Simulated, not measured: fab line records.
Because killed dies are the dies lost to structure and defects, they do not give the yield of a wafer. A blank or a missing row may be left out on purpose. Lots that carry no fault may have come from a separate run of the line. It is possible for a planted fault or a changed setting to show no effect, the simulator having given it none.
Chamber matching + flow nand harc + ald metal-01 running NHARC_A_CONTACT_ALD_18: 4 sister chambers
The step deposits TiN, target thk 3 nm, pulse time 1 s, ald cycles 150. 8 wafers are shown with their chamber, then 12 later ones without.

== EACH WAFER AND ITS CHAMBER ==
| wafer  | chamber | heater power w (W) | precursor pulse height rel |
|--------|---------|--------------------|----------------------------|
| L080.6 | 1       | 1227               | 0.968                      |
| L083.1 | 3       | 1135               | 0.989                      |
| L086.1 | 0       | 1018               | 1.015                      |
| L086.5 | 2       | 1158               | 1.003                      |
| L086.6 | 1       | 1240               | 0.964                      |
| L089.3 | 2       | 1144               | 0.990                      |
| L089.4 | 3       | 1154               | 1.009                      |
| L089.5 | 0       | 990                | 0.984                      |

== WAFERS MISSING THEIR CHAMBER ==
| wafer  | heater power w (W) | precursor pulse height rel |
|--------|--------------------|----------------------------|
| L090.2 | 1223               | 0.997                      |
| L090.3 | 1148               | 1.003                      |
| L090.5 | 1145               | 0.988                      |
| L091.3 | 1149               | 1.027                      |
| L091.5 | 1117               | 1.008                      |
| L091.6 | 1222               | 0.985                      |
| L095.1 | 1127               | 0.982                      |
| L095.2 | 1305               | 0.989                      |
| L095.3 | 964                | 1.004                      |
| L095.4 | 1128               | 0.974                      |
| L095.5 | 1141               | 1.012                      |
| L095.6 | 1315               | 1.027                      |

== EACH ONE'S CHAMBER ==
| wafer  | from the rows above     | in truth |
|--------|-------------------------|----------|
| L090.2 | 1                       | 1        |
| L090.3 | can't be placed: 3 or 2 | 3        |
| L090.5 | can't be placed: 2 or 3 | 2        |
| L091.3 | can't be placed: 3 or 2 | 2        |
| L091.5 | can't be placed: 3 or 2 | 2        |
| L091.6 | 1                       | 1        |
| L095.1 | can't be placed: 3 or 2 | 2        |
| L095.2 | 1                       | 1        |
| L095.3 | 0                       | 0        |
| L095.4 | can't be placed: 3 or 2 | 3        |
| L095.5 | can't be placed: 3 or 2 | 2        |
| L095.6 | 1                       | 1        |
Correctly placed: 5 of 12. Cannot be placed on the basis of these rows: 7; the candidates contain the true chamber in 7. Number placed wrongly: 0.
How it was worked out, from the rows above alone: a wafer's distance from a chamber is the root of the sum, over the readings, of the square of ((its reading less the chamber's mean) divided by the reading's scatter). The wafer belongs to the nearest chamber; if the next one is less than 2 further off, it can't be placed. The mean given for a chamber averages the wafers shown for that chamber. How the scatter is found: for the shown wafers, subtract from each reading the mean of its chamber, square and add these, divide the total by (wafers less chambers), then take the root.
